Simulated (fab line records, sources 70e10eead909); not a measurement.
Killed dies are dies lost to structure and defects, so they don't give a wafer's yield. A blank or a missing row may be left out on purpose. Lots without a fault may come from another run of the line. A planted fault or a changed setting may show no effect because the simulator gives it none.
Chamber matching | flow nand_harc | NHARC_P_GATE_ETCH_104 on rie_diel-06: 4 sister chambers
The step etches the open film in CF4/CHF3, target depth 60 nm. 4 wafers are shown with their chamber, then 10 later ones without.

WAFERS WITH THEIR CHAMBER
wafer  | chamber | drypump_motor_current_A (A)
L086.3 | 1       | 5.8
L088.6 | 0       | 5.5
L089.4 | 3       | 6.0
L089.5 | 2       | 5.1

WAFERS WITHOUT THEIR CHAMBER
wafer  | drypump_motor_current_A (A)
L089.6 | 5.8
L091.2 | 5.6
L091.3 | 6.0
L091.5 | 5.6
L093.1 | 5.8
L093.2 | 5.2
L093.3 | 6.0
L096.2 | 6.0
L096.3 | 5.5
L096.6 | 6.0

WHICH CHAMBER EACH WENT THROUGH
wafer  | from the rows above     | in truth
L089.6 | 1                       | 1
L091.2 | can't be placed: 0 or 1 | 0
L091.3 | 3                       | 3
L091.5 | can't be placed: 0 or 1 | 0
L093.1 | 1                       | 1
L093.2 | 2                       | 2
L093.3 | 3                       | 3
L096.2 | 3                       | 3
L096.3 | 0                       | 0
L096.6 | 3                       | 3
Placed correctly: 8 of 10. Can't be placed from these rows: 2 (the true chamber is among the candidates in 2). Placed wrongly: 0.
How it was worked out, from the rows above alone: a wafer's distance from a chamber is the root of the sum, over the readings, of the square of ((its reading less the chamber's mean) divided by the reading's scatter). The wafer belongs to the nearest chamber; if the next one is less than 2 further off, it can't be placed. A chamber's mean is the mean of its shown wafers. The scatter: with one shown wafer a chamber, the root of the mean of the squares of how far each hidden wafer lies from its nearest shown one.
